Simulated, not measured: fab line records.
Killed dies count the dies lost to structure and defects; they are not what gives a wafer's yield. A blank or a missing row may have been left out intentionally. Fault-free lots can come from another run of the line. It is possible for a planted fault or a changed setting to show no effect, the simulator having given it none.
Matching of chambers || flow n5Finfet || N5_BEOL_M1_DESCUM_33 on rieDiel-06: 4 sister chambers
The step chemistry O2, time 7 s. 4 wafers are shown with their chamber, then 9 later ones without.

## WAFERS, EACH WITH ITS CHAMBER
{"wafer": "L086.3", "chamber": 3, "throttleValvePct (%)": 20.68}
{"wafer": "L091.1", "chamber": 2, "throttleValvePct (%)": 20.38}
{"wafer": "L091.5", "chamber": 0, "throttleValvePct (%)": 20.87}
{"wafer": "L091.6", "chamber": 1, "throttleValvePct (%)": 20.57}

## WAFERS MISSING THEIR CHAMBER
{"wafer": "L095.1", "throttleValvePct (%)": 20.70}
{"wafer": "L095.2", "throttleValvePct (%)": 20.61}
{"wafer": "L095.3", "throttleValvePct (%)": 20.40}
{"wafer": "L095.4", "throttleValvePct (%)": 20.87}
{"wafer": "L095.5", "throttleValvePct (%)": 20.71}
{"wafer": "L095.6", "throttleValvePct (%)": 20.39}
{"wafer": "L097.4", "throttleValvePct (%)": 20.61}
{"wafer": "L097.5", "throttleValvePct (%)": 20.89}
{"wafer": "L097.6", "throttleValvePct (%)": 20.71}

## WHICH CHAMBER EACH ONE RAN IN
{"wafer": "L095.1", "from the rows above": 3, "in truth": 3}
{"wafer": "L095.2", "from the rows above": "can't be placed: 1 or 3", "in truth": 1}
{"wafer": "L095.3", "from the rows above": 2, "in truth": 2}
{"wafer": "L095.4", "from the rows above": 0, "in truth": 0}
{"wafer": "L095.5", "from the rows above": 3, "in truth": 3}
{"wafer": "L095.6", "from the rows above": 2, "in truth": 2}
{"wafer": "L097.4", "from the rows above": "can't be placed: 1 or 3", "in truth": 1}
{"wafer": "L097.5", "from the rows above": 0, "in truth": 0}
{"wafer": "L097.6", "from the rows above": 3, "in truth": 3}
Correctly placed: 7 of 9. Cannot be placed on the basis of these rows: 2; the candidates contain the true chamber in 2. 0 placed wrongly.
How it was worked out, from the rows above alone: a wafer's distance from a chamber is the root of the sum, over the readings, of the square of ((its reading less the chamber's mean) divided by the reading's scatter). The wafer belongs to the nearest chamber; if the next one is less than 2 further off, it can't be placed. The mean given for a chamber averages the wafers shown for that chamber. The scatter: with one shown wafer a chamber, the root of the mean of the squares of how far each hidden wafer lies from its nearest shown one.
